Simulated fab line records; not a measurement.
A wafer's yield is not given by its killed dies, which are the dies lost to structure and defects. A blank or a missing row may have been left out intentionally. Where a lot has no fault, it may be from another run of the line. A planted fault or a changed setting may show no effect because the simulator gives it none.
fab line records + flow nandHarc
record:
- lots: 5
- wafers: 15
- lastDay: 32
route steps=1302 shown P_M2@345 P_BONDPAD@351
lots with no fault: from the same line, run without faults
startH: start of the lot's first displayed wafer, in hours after the record's first day + waitH: hours from the lot's prior step to this one + " same as the row above + L1.1+2: a row that stands for several wafers + - no value, or no start was given + * or withheld: withheld + < > ~ a bound
route shown NAME@n: NAME is a module with steps in the file, n the number in the route of the first one + usual: mean/standard deviation of fault-free wafers + same: alike in all rows + chamber/n: place in a boat + sites: per-site readings + _std_site: standard deviation across them + _edge_site: inner sites' mean taken away from outer sites' mean + radiusMm: for every site, how far away it sits from the centre of the wafer + mask NAME#n: copy n + behind: the tool/chamber that last shaped the wafer + hold: cause of the lot's hold/its duration in hours/its outcome + device: transistor that didn't switch, given as n, p or np + end of line: the tests these same wafers got at the end of their route + a step without rows: its recipe alone + killed: the dies lost at the first sort to structure and to defects; this is not the yield of the wafer + map: dies across one wafer; x = killed, . = not, _ = none there
set.NAME: setting as actually run; set.NAME@STEP: the setting as run at that earlier step + model.NAME: the simulator's own value behind a step, which no gauge read
lots at some steps of the route; a table a step, a row a wafer
services: from which hour (startH, from the record's first day; less than 0 if before it) a tool's chamber was out of use, for how many hours, and why
== steps ==
step: NHARC_P_M2_THK_MEAS_24
recipe:
- thkMeasGauge: xrf
usual:
- thkNm: 144.4/1.8
| lot.wafer | tool         | chamber | startH | waitH | thkNm |
|-----------|--------------|---------|--------|-------|-------|
| L075.1    | filmMetro-02 | -       | 147.20 | -     | 148.2 |
| L075.3    | "            | -       | "      | "     | 146.7 |
| L075.6    | "            | -       | "      | "     | 145.8 |
| L082.1    | filmMetro-01 | -       | 220.84 | -     | 142.3 |
| L082.3    | "            | -       | "      | "     | 144.3 |
| L082.6    | "            | -       | "      | "     | 142.0 |
| L085.1    | filmMetro-01 | -       | 251.30 | -     | 142.6 |
| L085.2    | "            | -       | "      | "     | 145.8 |
| L085.6    | "            | -       | "      | "     | 143.1 |
| L087.1    | filmMetro-02 | -       | 262.37 | -     | 144.9 |
| L087.2    | "            | -       | "      | "     | 144.1 |
| L087.4    | "            | -       | "      | "     | 144.6 |
| L096.1    | filmMetro-01 | -       | 348.53 | -     | 145.2 |
| L096.5    | "            | -       | "      | "     | 144.5 |
| L096.6    | "            | -       | "      | "     | 144.3 |
step: NHARC_P_M2_SRD_25
| lot.wafer  | tool        | chamber | startH | waitH |
|------------|-------------|---------|--------|-------|
| L075.1+3+6 | wetBench-08 | 1,2,4   | 147.25 | 0.0   |
| L082.6+1+3 | wetBench-08 | 1,2,3   | 220.89 | 0.0   |
| L085.2+1+6 | wetBench-08 | 0,3,4   | 251.34 | 0.0   |
| L087.2+4+1 | wetBench-10 | 0,1,2   | 262.42 | 0.0   |
| L096.1+5+6 | wetBench-08 | 1,3,5   | 348.57 | 0.0   |
step: NHARC_P_M2_INSPECT_27
usual:
- rawDefectCount: 303/110
| lot.wafer | tool             | chamber | startH | waitH | rawDefectCount |
|-----------|------------------|---------|--------|-------|----------------|
| L075.1    | defectInspect-02 | -       | 147.36 | 0.0   | 252            |
| L075.3    | "                | -       | "      | "     | 324            |
| L075.6    | "                | -       | "      | "     | 319            |
| L082.1    | defectInspect-01 | -       | 221.00 | 0.0   | 279            |
| L082.3    | "                | -       | "      | "     | 181            |
| L082.6    | "                | -       | "      | "     | 196            |
| L085.1    | defectInspect-02 | -       | 251.45 | 0.0   | 256            |
| L085.2    | "                | -       | "      | "     | 251            |
| L085.6    | "                | -       | "      | "     | 331            |
| L087.1    | defectInspect-01 | -       | 262.53 | 0.0   | 302            |
| L087.2    | "                | -       | "      | "     | 455            |
| L087.4    | "                | -       | "      | "     | 365            |
| L096.1    | defectInspect-02 | -       | 348.69 | 0.0   | 242            |
| L096.5    | "                | -       | "      | "     | 208            |
| L096.6    | "                | -       | "      | "     | 240            |
step: NHARC_P_M2_PRE_CLEAN_32
recipe:
- timeS: 12
- tempC: 370
- rfPowerW: 300
- gas: NH3
usual:
- heaterPowerW: 637/86
| lot.wafer | tool     | chamber | startH | waitH | heaterPowerW |
|-----------|----------|---------|--------|-------|--------------|
| L075.3    | pecvd-04 | 1       | 147.44 | 0.1   | 715          |
| L075.1    | "        | 2       | "      | "     | 561          |
| L075.6    | "        | 2       | "      | "     | 570          |
| L082.1    | pecvd-03 | 1       | 221.09 | 0.1   | 638          |
| L082.3    | "        | 2       | "      | "     | 737          |
| L082.6    | "        | 0       | "      | "     | 824          |
| L085.2    | pecvd-04 | 0       | 251.52 | 0.1   | 620          |
| L085.1    | "        | 1       | "      | "     | 667          |
| L085.6    | "        | 0       | "      | "     | 613          |
| L087.1    | pecvd-01 | 0       | 262.60 | 0.1   | 717          |
| L087.2    | "        | 1       | "      | "     | 626          |
| L087.4    | "        | 1       | "      | "     | 654          |
| L096.1    | pecvd-03 | 2       | 348.77 | 0.1   | 639          |
| L096.6    | "        | 2       | "      | "     | 638          |
| L096.5    | "        | 0       | "      | "     | 794          |
step: NHARC_P_M2_DEP_33
recipe:
- targetThkA: 300
- tempC: 370
- targetThkNm: 30
- pressureTorr: 3
- flowSccm: 200
- rfW: 450
- material: SiCN
usual:
- heaterPowerW: 590/92
| lot.wafer | tool     | chamber | startH | waitH | heaterPowerW |
|-----------|----------|---------|--------|-------|--------------|
| L075.3    | pecvd-04 | 1       | 147.55 | 0.1   | 654          |
| L075.1    | "        | 2       | "      | "     | 539          |
| L075.6    | "        | 2       | "      | "     | 551          |
| L082.1    | pecvd-03 | 1       | 221.17 | 0.1   | 558          |
| L082.3    | "        | 2       | "      | "     | 643          |
| L082.6    | "        | 0       | "      | "     | 771          |
| L085.2    | pecvd-04 | 0       | 251.60 | 0.1   | 510          |
| L085.1    | "        | 1       | "      | "     | 633          |
| L085.6    | "        | 0       | "      | "     | 498          |
| L087.1    | pecvd-01 | 0       | 262.68 | 0.1   | 669          |
| L087.2    | "        | 1       | "      | "     | 581          |
| L087.4    | "        | 1       | "      | "     | 596          |
| L096.1    | pecvd-03 | 2       | 348.88 | 0.1   | 583          |
| L096.6    | "        | 2       | "      | "     | 592          |
| L096.5    | "        | 0       | "      | "     | 747          |
step: NHARC_P_BONDPAD_DEP_00
recipe:
- targetThkA: 2500
- tempC: 370
- targetThkNm: 250
- pressureTorr: 3
- flowSccm: 200
- rfW: 450
- material: SiCN
usual:
- heaterPowerW: 582/93
| lot.wafer | tool     | chamber | startH | waitH | heaterPowerW |
|-----------|----------|---------|--------|-------|--------------|
| L075.3    | pecvd-04 | 0       | -      | -     | 471          |
| L075.1    | "        | 1       | "      | "     | 629          |
| L075.6    | "        | 2       | "      | "     | 543          |
| L082.1    | pecvd-01 | 2       | 221.59 | -     | 487          |
| L082.3    | "        | 1       | "      | "     | 572          |
| L082.6    | "        | 0       | "      | "     | 663          |
| L085.1    | pecvd-03 | 1       | 252.01 | -     | 530          |
| L085.2    | "        | 0       | "      | "     | 784          |
| L085.6    | "        | 1       | "      | "     | 539          |
| L087.2    | pecvd-03 | 2       | 263.09 | -     | 641          |
| L087.1    | "        | 0       | "      | "     | 769          |
| L087.4    | "        | 1       | "      | "     | 547          |
| L096.1    | pecvd-01 | 2       | 349.25 | -     | 464          |
| L096.6    | "        | 2       | "      | "     | 472          |
| L096.5    | "        | 1       | "      | "     | 481          |
step: NHARC_P_BONDPAD_CMP_32
recipe:
- targetThkNm: 200
- material: SiCN
usual:
- motorCurrentA: 11.8/1
| lot.wafer | tool   | chamber | startH | waitH | motorCurrentA |
|-----------|--------|---------|--------|-------|---------------|
| L075.1    | cmp-04 | 3       | 148.33 | -     | 12.7          |
| L075.3    | "      | 0       | "      | "     | 11.6          |
| L075.6    | "      | 2       | "      | "     | 13.9          |
| L082.1    | cmp-02 | 3       | 222.00 | -     | 11.6          |
| L082.3    | "      | 1       | "      | "     | 11.7          |
| L082.6    | "      | 3       | "      | "     | 12.4          |
| L085.2    | cmp-02 | 0       | 252.42 | -     | 11.4          |
| L085.1    | "      | 2       | "      | "     | 11.6          |
| L085.6    | "      | 0       | "      | "     | 11.0          |
| L087.1    | cmp-04 | 2       | 263.50 | -     | 15.7          |
| L087.4    | "      | 0       | "      | "     | 12.0          |
| L087.2    | "      | 1       | "      | "     | 13.0          |
| L096.1    | cmp-02 | 3       | 349.65 | -     | 12.1          |
| L096.5    | "      | 3       | "      | "     | 11.4          |
| L096.6    | "      | 0       | "      | "     | 10.9          |
step: NHARC_P_BONDPAD_THK_MEAS_33
recipe:
- thkMeasGauge: ellipsometry
usual:
- thkNm: 200.1/1.7
| lot.wafer | tool         | chamber | startH | waitH | thkNm |
|-----------|--------------|---------|--------|-------|-------|
| L075.1    | filmMetro-02 | -       | 148.55 | 0.2   | 199.7 |
| L075.3    | "            | -       | "      | "     | 202.5 |
| L075.6    | "            | -       | "      | "     | 203.7 |
| L082.1    | filmMetro-02 | -       | 222.25 | 0.2   | 198.5 |
| L082.3    | "            | -       | "      | "     | 200.7 |
| L082.6    | "            | -       | "      | "     | 199.9 |
| L085.1    | filmMetro-02 | -       | 252.67 | 0.2   | 200.3 |
| L085.2    | "            | -       | "      | "     | 198.2 |
| L085.6    | "            | -       | "      | "     | 201.1 |
| L087.1    | filmMetro-01 | -       | 263.75 | 0.2   | 202.3 |
| L087.2    | "            | -       | "      | "     | 202.0 |
| L087.4    | "            | -       | "      | "     | 201.3 |
| L096.1    | filmMetro-01 | -       | 349.90 | 0.2   | 200.5 |
| L096.5    | "            | -       | "      | "     | 200.4 |
| L096.6    | "            | -       | "      | "     | 197.9 |
step: NHARC_P_BONDPAD_SRD_34
| lot.wafer  | tool        | chamber | startH | waitH |
|------------|-------------|---------|--------|-------|
| L075.6+1+3 | wetBench-10 | 0,1,4   | 148.59 | 0.0   |
| L082.3+1+6 | wetBench-10 | 6,0,1   | 222.29 | 0.0   |
| L085.6+2+1 | wetBench-08 | 6,7,2   | 252.71 | 0.0   |
| L087.2+1+4 | wetBench-08 | 3,4,5   | 263.79 | 0.0   |
| L096.1+5+6 | wetBench-08 | 2,3,6   | 349.94 | 0.0   |
step: NHARC_P_BONDPAD_DEHYDRATE_01
recipe:
- tempC: 150
- timeS: 120
| lot.wafer  | tool          | chamber | startH | waitH |
|------------|---------------|---------|--------|-------|
| L075.1+3+6 | lithoTrack-02 | 0       | 148.67 | 0.1   |
| L082.1+3+6 | lithoTrack-03 | 0       | 222.38 | 0.1   |
| L085.1+2+6 | lithoTrack-03 | 0       | 252.79 | 0.1   |
| L087.1+2+4 | lithoTrack-03 | 0       | 263.87 | 0.1   |
| L096.1+5+6 | lithoTrack-07 | 0       | 350.03 | 0.1   |
step: NHARC_P_BONDPAD_HMDS_02
recipe:
- timeS: 30
| lot.wafer  | tool          | chamber | startH | waitH |
|------------|---------------|---------|--------|-------|
| L075.1+3+6 | lithoTrack-02 | 0       | -      | -     |
| L082.1+3+6 | lithoTrack-03 | 0       | -      | -     |
| L085.1+2+6 | lithoTrack-03 | 0       | -      | -     |
| L087.1+2+4 | lithoTrack-03 | 0       | -      | -     |
| L096.1+5+6 | lithoTrack-07 | 0       | -      | -     |
step: NHARC_P_BONDPAD_COAT_36
recipe:
- tempC: 200
- timeS: 65
| lot.wafer  | tool          | chamber | startH | waitH |
|------------|---------------|---------|--------|-------|
| L075.1+3+6 | lithoTrack-02 | 0       | -      | -     |
| L082.1+3+6 | lithoTrack-03 | 0       | -      | -     |
| L085.1+2+6 | lithoTrack-03 | 0       | -      | -     |
| L087.1+2+4 | lithoTrack-03 | 0       | -      | -     |
| L096.1+5+6 | lithoTrack-07 | 0       | -      | -     |
step: NHARC_P_BONDPAD_COAT_03
recipe:
- spinRpm: 2000
- resistThkNm: 600
| lot.wafer  | tool          | chamber | startH | waitH |
|------------|---------------|---------|--------|-------|
| L075.1+3+6 | lithoTrack-02 | 0       | -      | -     |
| L082.1+3+6 | lithoTrack-03 | 0       | -      | -     |
| L085.1+2+6 | lithoTrack-03 | 0       | -      | -     |
| L087.1+2+4 | lithoTrack-03 | 0       | -      | -     |
| L096.1+5+6 | lithoTrack-07 | 0       | -      | -     |
step: NHARC_P_BONDPAD_SOFTBAKE_04
recipe:
- tempC: 125
- timeS: 70
| lot.wafer  | tool          | chamber | startH | waitH |
|------------|---------------|---------|--------|-------|
| L075.1+3+6 | lithoTrack-02 | 0       | -      | -     |
| L082.1+3+6 | lithoTrack-03 | 0       | -      | -     |
| L085.1+2+6 | lithoTrack-03 | 0       | -      | -     |
| L087.1+2+4 | lithoTrack-03 | 0       | -      | -     |
| L096.1+5+6 | lithoTrack-07 | 0       | -      | -     |
step: NHARC_P_BONDPAD_EBR_05
| lot.wafer  | tool          | chamber | startH | waitH |
|------------|---------------|---------|--------|-------|
| L075.1+3+6 | lithoTrack-02 | 0       | -      | -     |
| L082.1+3+6 | lithoTrack-03 | 0       | -      | -     |
| L085.1+2+6 | lithoTrack-03 | 0       | -      | -     |
| L087.1+2+4 | lithoTrack-03 | 0       | -      | -     |
| L096.1+5+6 | lithoTrack-07 | 0       | -      | -     |
step: NHARC_P_BONDPAD_EXPOSE_06
recipe:
- na: 0.55
- doseMj: 37.06
- maskId: P_BPAD
usual:
- exposureDoseMJCm2: 37.25/0.22
- focusOffsetNm: 0.1/0.52
| lot.wafer | tool          | chamber | startH | waitH | mask     | exposureDoseMJCm2 | focusOffsetNm |
|-----------|---------------|---------|--------|-------|----------|-------------------|---------------|
| L075.1    | krfScanner-04 | 0       | 148.96 | -     | P_BPAD#0 | 36.99             | 0.4           |
| L075.3    | "             | 0       | "      | "     | P_BPAD#0 | 37.03             | 0.6           |
| L075.6    | "             | 0       | "      | "     | P_BPAD#0 | 36.99             | 1.1           |
| L082.1    | krfScanner-01 | 0       | 222.55 | -     | P_BPAD#0 | 37.51             | 0.6           |
| L082.3    | "             | 0       | "      | "     | P_BPAD#0 | 37.49             | 0.4           |
| L082.6    | "             | 0       | "      | "     | P_BPAD#0 | 37.45             | -0.7          |
| L085.1    | krfScanner-03 | 0       | 253.08 | -     | P_BPAD#0 | 37.07             | 1.4           |
| L085.2    | "             | 0       | "      | "     | P_BPAD#0 | 37.08             | 0.4           |
| L085.6    | "             | 0       | "      | "     | P_BPAD#0 | 37.05             | -0.8          |
| L087.1    | krfScanner-03 | 0       | 264.03 | -     | P_BPAD#0 | 37.01             | 0.0           |
| L087.2    | "             | 0       | "      | "     | P_BPAD#0 | 37.04             | -0.1          |
| L087.4    | "             | 0       | "      | "     | P_BPAD#0 | 37.01             | 0.3           |
| L096.1    | krfScanner-04 | 0       | 350.32 | -     | P_BPAD#0 | 37.45             | 0.7           |
| L096.5    | "             | 0       | "      | "     | P_BPAD#0 | 37.46             | 0.2           |
| L096.6    | "             | 0       | "      | "     | P_BPAD#0 | 37.44             | 0.7           |
step: NHARC_P_BONDPAD_PEB_07
recipe:
- pebTempC: 128
- pebTimeS: 80
| lot.wafer  | tool          | chamber | startH | waitH |
|------------|---------------|---------|--------|-------|
| L075.1+3+6 | lithoTrack-07 | 0       | 149.03 | 0.1   |
| L082.1+3+6 | lithoTrack-07 | 0       | 222.62 | 0.1   |
| L085.1+2+6 | lithoTrack-02 | 0       | 253.15 | 0.1   |
| L087.1+2+4 | lithoTrack-02 | 0       | 264.10 | 0.1   |
| L096.1+5+6 | lithoTrack-03 | 0       | 350.38 | 0.1   |
== services ==
| tool          | chamber | startH | hours | kind   |
|---------------|---------|--------|-------|--------|
| krfScanner-04 | -       | 127.74 | 4.3   | repair |
| pecvd-01      | -       | 130.12 | 13.0  | pm     |
| cmp-02        | -       | 134.50 | 4.0   | pm     |
| wetBench-10   | -       | 135.20 | 8.0   | pm     |
| pecvd-04      | 2       | 157.27 | 12.5  | repair |
| krfScanner-04 | -       | 182.01 | 4.0   | pm     |
| pecvd-03      | -       | 185.43 | 13.0  | pm     |
| cmp-04        | -       | 209.07 | 4.0   | pm     |
| pecvd-03      | -       | 209.55 | 0.5   | repair |
| lithoTrack-02 | -       | 227.00 | 7.0   | pm     |
| cmp-02        | -       | 232.50 | 4.0   | pm     |
| lithoTrack-07 | -       | 251.00 | 7.0   | pm     |
| cmp-02        | -       | 260.38 | 0.3   | repair |
| pecvd-04      | -       | 269.12 | 13.0  | pm     |
| lithoTrack-03 | -       | 275.00 | 7.0   | pm     |
| wetBench-08   | -       | 294.40 | 8.0   | pm     |
| cmp-02        | -       | 306.59 | 4.2   | repair |
| pecvd-01      | 2       | 308.65 | 4.2   | repair |
| wetBench-10   | -       | 311.20 | 8.0   | pm     |
| pecvd-01      | -       | 311.45 | 13.0  | pm     |
| pecvd-04      | -       | 313.03 | 0.6   | repair |
| pecvd-04      | -       | 319.65 | 0.9   | repair |
| pecvd-04      | 1       | 322.90 | 18.7  | repair |
| cmp-02        | -       | 330.50 | 4.0   | pm     |
== key ==
fault none
